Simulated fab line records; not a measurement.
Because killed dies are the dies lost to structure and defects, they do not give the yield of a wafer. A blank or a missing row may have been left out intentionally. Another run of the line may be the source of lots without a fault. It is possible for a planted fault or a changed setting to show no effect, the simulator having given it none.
fab line records    flow nand_harc
record: lots: 12  wafers: 36  last_day: 24
route steps=1159 shown A_SGD_CUT@747 END@1159
lots untouched by any fault: they come from a run of this same line in which no faults occurred
start_h: hours from the record's first day to the start of the lot's first wafer shown    wait_h: how many hours have passed since the lot's step before this one    " unchanged from the row above    L1.1+2: several wafers, shown together as one row    - no value, or no start was given    * or withheld: withheld    < > ~ a bound
route shown NAME@n: names a module that has steps shown in the file, with the first one's number in the route    usual: mean and standard deviation over wafers with no fault    same: alike in all rows    chamber/n: place in a boat    sites: each site's reading    _std_site: the values' standard deviation    _edge_site: inner sites' mean taken away from outer sites' mean    radius_mm: for every site, how far away it sits from the centre of the wafer    mask NAME#n: copy n    behind: the last tool/chamber to shape the wafer    hold: what put the lot on hold/how long, in hours/how the hold closed    device: whichever transistor did not switch (one of n, p or np)    end of line: the same wafers' tests at the end of the route    a step with no rows: only its recipe    killed: the dies lost at the first sort to structure and to defects; this is not the yield of the wafer    map: a wafer's dies, marking killed ones x, the rest . and places with no die _
set.NAME: setting as actually run; set.NAME@STEP: the setting as run at that earlier step    model.NAME: the simulator's own value behind a step, which no gauge read
steps of the route over a sample of lots; a table a step, a row a wafer
services: the hour from which a tool's chamber was out of use, counted from the record's first day as start_h (under 0 if before that day), plus the number of hours and why
== steps ==
step: NHARC_A_SGD_CUT_DEP_00
recipe: target_thk_a: 500  temp_c: 400  target_thk_nm: 50  flow_sccm: 200  rf_w: 450  material: SiNx
usual: heater_power_w: 738/80
lot.wafer  tool      chamber  start_h  wait_h  heater_power_w
L719.2     pecvd-04  2        343.92   0.1     698
L719.3     "         1        "        "       759
L719.5     "         0        "        "       653
L718.1     pecvd-03  1        344.29   0.1     750
L718.2     "         2        "        "       581
L718.6     "         2        "        "       601
L717.2     pecvd-04  2        349.80   0.1     808
L717.3     "         0        "        "       621
L717.4     "         0        "        "       641
L720.2     pecvd-03  0        361.69   0.1     676
L720.3     "         1        "        "       830
L720.5     "         1        "        "       836
L721.2     pecvd-04  1        362.18   0.1     819
L721.3     "         2        "        "       752
L721.4     "         0        "        "       542
L722.2     pecvd-04  1        372.60   0.1     719
L722.1     "         0        "        "       660
L722.6     "         2        "        "       777
L723.2     pecvd-03  1        385.20   0.1     829
L723.3     "         2        "        "       689
L723.5     "         0        "        "       659
L726.4     pecvd-03  0        385.70   0.5     754
L726.6     "         1        "        "       732
L726.5     "         2        "        "       663
L724.3     pecvd-02  0        397.96   0.1     860
L724.5     "         2        "        "       824
L724.6     "         1        "        "       878
L727.2     pecvd-02  0        407.10   0.1     848
L727.1     "         1        "        "       853
L727.3     "         2        "        "       733
L735.2     pecvd-02  0        442.53   0.1     922
L735.1     "         1        "        "       831
L735.4     "         2        "        "       694
L733.2     pecvd-02  1        443.99   0.1     826
L733.1     "         2        "        "       737
L733.5     "         1        "        "       828
step: NHARC_A_SGD_CUT_OVL_MEAS_10
usual: overlay_x_nm: -0.1/0.82  overlay_y_nm: -0.1/0.98
lot.wafer  tool        chamber  start_h  wait_h  overlay_x_nm  overlay_y_nm
L719.2     overlay-02  -        344.60   -       -0.2          0.2
L719.3     "           -        "        "       0.3           0.5
L719.5     "           -        "        "       -0.1          0.1
L718.1     overlay-01  -        345.11   -       -0.1          1.0
L718.2     "           -        "        "       0.4           1.4
L718.6     "           -        "        "       0.2           1.4
L717.2     overlay-01  -        350.46   -       -1.1          0.6
L717.3     "           -        "        "       -0.9          0.8
L717.4     "           -        "        "       -1.5          1.0
L720.2     overlay-02  -        362.37   -       0.7           -0.4
L720.3     "           -        "        "       1.5           -0.9
L720.5     "           -        "        "       1.5           -0.6
L721.2     overlay-01  -        362.96   -       1.5           0.3
L721.3     "           -        "        "       1.1           0.8
L721.4     "           -        "        "       1.6           0.3
L722.1     overlay-02  -        373.28   -       0.0           0.7
L722.2     "           -        "        "       0.3           0.6
L722.6     "           -        "        "       0.0           0.7
L723.2     overlay-01  -        385.86   -       0.0           1.2
L723.3     "           -        "        "       -0.2          1.2
L723.5     "           -        "        "       -0.5          1.1
L726.4     overlay-02  -        386.30   -       1.3           0.2
L726.5     "           -        "        "       0.8           1.0
L726.6     "           -        "        "       1.2           0.8
L724.3     overlay-01  -        398.75   -       -0.4          -1.7
L724.5     "           -        "        "       -0.1          -1.6
L724.6     "           -        "        "       0.2           -1.4
L727.1     overlay-01  -        407.78   -       -1.5          -1.1
L727.2     "           -        "        "       -1.4          -1.7
L727.3     "           -        "        "       -1.7          -0.7
L735.1     overlay-02  -        443.34   -       0.1           0.2
L735.2     "           -        "        "       0.4           -0.4
L735.4     "           -        "        "       -0.1          0.0
L733.1     overlay-02  -        444.81   -       0.4           -0.6
L733.2     "           -        "        "       0.0           -0.8
L733.5     "           -        "        "       0.6           -1.1
step: NHARC_A_SGD_CUT_ETCH_58
recipe: target_depth_a: 390  over_etch_frac: 0.3  time_s: 65  ion_energy_ev: 80  cf4_flow_sccm: 150  ar_flow_sccm: 0  rf_w: 300  bias_w: 100  chemistry: CF4
usual: drypump_motor_current_A: 5.9/0.54  oes_product_au: 1.000/0.007  rf_vpp_V: 151.4/1.2  showerhead_plenum_p_Torr: 1.78/0.061  throttle_valve_pct: 13.283/0.0086
same: time_s: 65
lot.wafer  tool         chamber  start_h  wait_h  drypump_motor_current_A  oes_product_au  rf_hours_counter_h  rf_vpp_V  showerhead_plenum_p_Torr  throttle_valve_pct
L719.3     rie_diel-06  0        344.79   0.1     5.9                      1.006           9                   149.7     1.68                      13.270
L719.2     "            2        "        "       6.3                      0.999           10                  151.7     1.84                      13.285
L719.5     "            3        "        "       5.3                      1.009           -                   151.2     1.76                      13.277
L718.1     rie_diel-01  3        345.29   0.1     6.7                      1.006           2                   150.3     1.80                      13.273
L718.2     "            0        "        "       6.5                      1.014           2                   152.7     1.82                      13.269
L718.6     "            3        "        "       6.7                      0.995           -                   150.8     1.80                      13.272
L717.3     rie_diel-06  0        350.64   0.1     5.9                      1.004           9                   149.8     1.68                      13.285
L717.4     "            2        "        "       6.4                      1.011           10                  152.3     1.84                      13.283
L717.2     "            3        "        "       5.3                      1.011           4                   151.1     1.76                      13.288
L720.3     rie_diel-01  2        362.56   0.1     4.9                      1.008           3                   151.1     1.86                      13.280
L720.2     "            3        "        "       6.7                      1.007           3                   151.8     1.80                      13.285
L720.5     "            2        "        "       4.9                      1.021           -                   152.7     1.86                      13.280
L721.4     rie_diel-11  3        363.14   0.1     5.3                      1.005           19                  151.5     1.73                      13.279
L721.3     "            0        "        "       6.4                      0.996           19                  149.9     1.70                      13.284
L721.2     "            2        "        "       6.0                      0.989           20                  152.3     1.86                      13.286
L722.2     rie_diel-01  3        373.46   0.1     6.7                      1.011           4                   151.7     1.80                      13.260
L722.1     "            1        "        "       5.9                      1.002           4                   153.2     1.85                      13.300
L722.6     "            3        "        "       6.7                      1.007           -                   150.7     1.80                      13.274
L723.3     rie_diel-06  2        386.04   0.1     6.4                      0.992           13                  152.6     1.84                      13.295
L723.2     "            3        "        "       5.3                      1.008           7                   150.4     1.76                      13.274
L723.5     "            3        "        "       5.3                      0.996           -                   151.0     1.76                      13.298
L726.4     rie_diel-01  0        386.49   0.1     6.5                      0.990           5                   151.3     1.81                      13.283
L726.5     "            0        "        "       6.5                      1.002           -                   151.8     1.81                      13.279
L726.6     "            1        "        "       5.9                      0.996           -                   152.7     1.85                      13.301
L724.3     rie_diel-06  3        398.94   0.1     5.3                      1.003           8                   150.8     1.76                      13.290
L724.5     "            1        "        "       5.4                      1.002           -                   151.1     1.76                      13.281
L724.6     "            2        "        "       6.4                      0.993           -                   152.3     1.84                      13.277
L727.1     rie_diel-06  3        407.97   0.1     5.3                      0.996           8                   150.3     1.76                      13.284
L727.2     "            0        "        "       5.9                      0.990           14                  150.0     1.68                      13.291
L727.3     "            1        "        "       5.5                      0.985           14                  149.9     1.76                      13.286
L735.4     rie_diel-06  2        443.53   0.1     6.4                      0.996           1                   152.6     1.84                      13.291
L735.2     "            3        "        "       5.3                      0.999           1                   151.5     1.76                      13.275
L735.1     "            0        "        "       6.0                      1.006           1                   149.6     1.68                      13.287
L733.2     rie_diel-11  2        444.99   0.1     6.0                      1.006           8                   154.0     1.85                      13.295
L733.1     "            0        "        "       6.3                      0.996           9                   149.6     1.70                      13.272
L733.5     "            3        "        "       5.4                      0.995           -                   152.0     1.73                      13.284
step: NHARC_A_SGD_CUT_DEP_20
recipe: target_thk_a: 1500  temp_c: 65  material: SiO2
lot.wafer   tool     chamber  start_h  wait_h
L719.2+3+5  fcvd-02  0        345.84   -
L718.2+1+6  fcvd-01  1,0,1    346.33   -
L717.2+4+3  fcvd-02  1,0,1    351.69   -
L720.2+3+5  fcvd-01  0,0,1    363.59   -
L721.2+3+4  fcvd-02  0,0,1    364.17   -
L722.1+2+6  fcvd-01  1,0,0    374.51   -
L723.2+3+5  fcvd-01  0,1,1    387.10   -
L726.4+6+5  fcvd-01  1,1,0    387.59   -
L724.3+6+5  fcvd-01  0,1,0    400.04   -
L727.2+1+3  fcvd-02  0,1,0    408.99   -
L735.1+2+4  fcvd-02  1,0,1    444.56   -
L733.1+2+5  fcvd-02  1,0,0    446.07   0.1
step: NHARC_A_SGD_CUT_CMP_21
recipe: target_thk_nm: 148.19
usual: motor_current_A: 12.1/0.92  time_to_endpoint_s: 49.1/2.5
lot.wafer  tool    chamber  start_h  wait_h  motor_current_A  time_to_endpoint_s
L719.3     cmp-04  3        350.40   0.4     12.7             47.4
L719.2     "       0        "        "       12.3             51.8
L719.5     "       2        "        "       10.7             51.8
L718.1     cmp-02  3        350.43   0.4     11.6             50.0
L718.2     "       0        "        "       14.5             54.8
L718.6     "       2        "        "       11.2             53.8
L717.3     cmp-04  3        356.24   0.4     12.2             50.8
L717.2     "       1        "        "       12.8             49.5
L717.4     "       2        "        "       11.1             50.4
L721.2     cmp-04  2        367.94   0.4     11.5             48.1
L721.3     "       3        "        "       13.1             50.6
L721.4     "       1        "        "       13.8             50.5
L720.3     cmp-02  1        367.96   0.4     12.5             48.9
L720.2     "       3        "        "       11.4             49.8
L720.5     "       1        "        "       12.9             51.4
L722.1     cmp-03  0        382.10   0.4     13.1             49.6
L722.2     "       1        "        "       11.8             50.6
L722.6     "       3        "        "       12.4             47.7
L726.4     cmp-04  2        393.69   0.4     11.5             45.9
L726.5     "       1        "        "       13.2             30.8
L726.6     "       2        "        "       11.0             47.7
L723.2     cmp-03  3        393.70   0.4     12.8             28.4
L723.3     "       0        "        "       13.6             45.8
L723.5     "       2        "        "       11.6             47.8
L724.3     cmp-03  1        404.20   0.4     10.9             28.5
L724.5     "       2        "        "       11.1             26.4
L724.6     "       3        "        "       12.6             44.2
L727.2     cmp-02  2        416.58   0.4     10.4             47.4
L727.3     "       3        "        "       11.4             47.9
L727.1     "       1        "        "       12.0             48.6
L735.1     cmp-04  2        450.22   0.4     12.0             49.3
L735.4     "       3        "        "       12.5             49.1
L735.2     "       0        "        "       12.9             52.3
L733.2     cmp-03  3        450.24   0.4     11.6             45.4
L733.1     "       1        "        "       11.6             45.8
L733.5     "       2        "        "       11.2             46.9
step: NHARC_A_SGD_CUT_THK_MEAS_22
recipe: thk_meas_gauge: ellipsometry
usual: thk_nm: 147.6/1.5
lot.wafer  tool           chamber  start_h  wait_h  thk_nm
L718.1     film_metro-01  -        350.63   0.2     147.9
L718.2     "              -        "        "       148.2
L718.6     "              -        "        "       148.3
L719.2     film_metro-02  -        350.64   0.2     149.5
L719.3     "              -        "        "       146.5
L719.5     "              -        "        "       147.2
L717.2     film_metro-01  -        356.49   0.2     147.2
L717.3     "              -        "        "       148.5
L717.4     "              -        "        "       148.6
L721.2     film_metro-01  -        368.19   0.2     146.7
L721.3     "              -        "        "       146.6
L721.4     "              -        "        "       146.0
L720.2     film_metro-02  -        368.19   0.2     150.2
L720.3     "              -        "        "       147.9
L720.5     "              -        "        "       150.4
L722.1     film_metro-01  -        382.31   0.2     149.8
L722.2     "              -        "        "       146.7
L722.6     "              -        "        "       145.6
L723.2     film_metro-01  -        393.90   0.2     92.6
L723.3     "              -        "        "       145.4
L723.5     "              -        "        "       146.4
L726.4     film_metro-02  -        393.92   0.2     147.7
L726.5     "              -        "        "       93.5
L726.6     "              -        "        "       146.0
L724.3     film_metro-01  -        404.38   0.2     93.1
L724.5     "              -        "        "       94.7
L724.6     "              -        "        "       145.6
L727.1     film_metro-02  -        416.85   0.2     143.6
L727.2     "              -        "        "       146.7
L727.3     "              -        "        "       147.4
L735.1     film_metro-01  -        450.47   0.2     145.6
L735.2     "              -        "        "       147.1
L735.4     "              -        "        "       149.4
L733.1     film_metro-01  -        450.47   0.2     148.7
L733.2     "              -        "        "       146.7
L733.5     "              -        "        "       148.3
step: NHARC_END_SORT_01
recipe: temp_c: 25
usual: killed_at_array: 29/12  killed_at_other: 0.7/1  killed_at_periphery: 4/3.2  killed_dies: 34/12  killed_open: 3.4/2  killed_short: 1.8/1.3
same: gross_dies: 677
lot.wafer  tool       chamber  start_h  wait_h  killed_at_array  killed_at_other  killed_at_periphery  killed_dies  killed_open  killed_short
L724.3     prober-01  0        531.71   3.1     19               0                3                    22           2            0
L724.5     prober-01  0        533.32   3.7     22               1                0                    23           1            2
L724.6     prober-01  0        534.12   4.0     14               0                1                    15           2            2
killed by level:class
L724.3 A_STAIRCASE:chamber_film_flake=8 A_CHANNEL_HOLE_D1:chamber_film_flake=6 A_CONTACT:chamber_film_flake=4 P_ZERO_WELL:geometric_particle:open=1 A_WL_FILL:geometric_particle:open=1 P_CONTACT:chamber_film_flake=1 P_M2:chamber_film_flake=1
L724.5 A_STAIRCASE:chamber_film_flake=10 A_CHANNEL_HOLE_D1:chamber_film_flake=7 A_CONTACT:chamber_film_flake=3 A_M0:geometric_particle:short=1 A_M0:geometric_particle:open=1 STARTING-WAFER:geometric_particle:short=1
L724.6 A_CHANNEL_HOLE_D1:chamber_film_flake=4 A_STAIRCASE:chamber_film_flake=4 A_CONTACT:geometric_particle:open=2 A_CONTACT:chamber_film_flake=2 P_GATE:geometric_particle:short=1 A_BLC:geometric_particle:short=1 A_SLIT:chamber_film_flake=1
== services ==
tool         chamber  start_h  hours  kind
cmp-02       -        324.50   4.0    pm
pecvd-02     -        334.40   13.0   pm
pecvd-03     -        334.93   1.5    repair
cmp-04       -        345.53   3.7    repair
pecvd-03     0        347.50   4.0    repair
fcvd-01      1        351.48   4.2    repair
cmp-03       -        353.48   4.0    pm
cmp-02       -        355.37   2.7    repair
rie_diel-11  -        366.56   9.0    pm
cmp-03       -        366.58   0.4    repair
rie_diel-06  2        373.06   2.2    repair
cmp-02       -        375.41   0.3    repair
fcvd-02      -        376.00   13.0   pm
pecvd-04     -        376.49   13.0   pm
cmp-04       -        399.81   4.0    pm
fcvd-02      -        412.53   0.7    repair
pecvd-04     2        414.33   10.2   repair
fcvd-01      -        417.03   1.1    repair
rie_diel-06  -        418.20   9.0    pm
cmp-02       -        422.50   4.0    pm
cmp-04       -        432.19   0.6    repair
cmp-03       -        440.93   2.2    repair
rie_diel-01  3        444.44   8.8    repair
pecvd-02     1        448.29   5.9    repair
== key ==
first_sign: step: NHARC_A_SGD_CUT_CMP_21  reading: time_to_endpoint_s  direction: down  sigmas: 8.3  usual: *  struck: *
effect: step: NHARC_A_SGD_CUT_THK_MEAS_22  reading: thk_nm  direction: down  sigmas: 37  usual: 147.6  struck: 93.5
met_at NHARC_A_SGD_CUT_DEP_20
struck_lots L723,L724,L726
struck_wafers L723.2,L724.3,L724.5,L726.5
tester_left_out L723,L724,L726
not_acting_at NHARC_A_SGD_CUT_DEP_00,NHARC_A_SGD_CUT_OVL_MEAS_10,NHARC_A_SGD_CUT_ETCH_58
onset_between 374.51 387.10
fault: kind: process_parameter_drift  tool: fcvd-01  chamber: 0  onset_h: 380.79  steps: NHARC_A_SGD_CUT_DEP_20  channel: target_thk_a  offset: *  shape: step  end_h: 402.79  stated: *
tester_left_out: of these lots the tester's yield and bins aren't shown, on N5 and GAA mostly nor the transistor test; their killed dies are dies lost to structure and defects alone, not to doping, threshold or leakage, so they don't give the yield
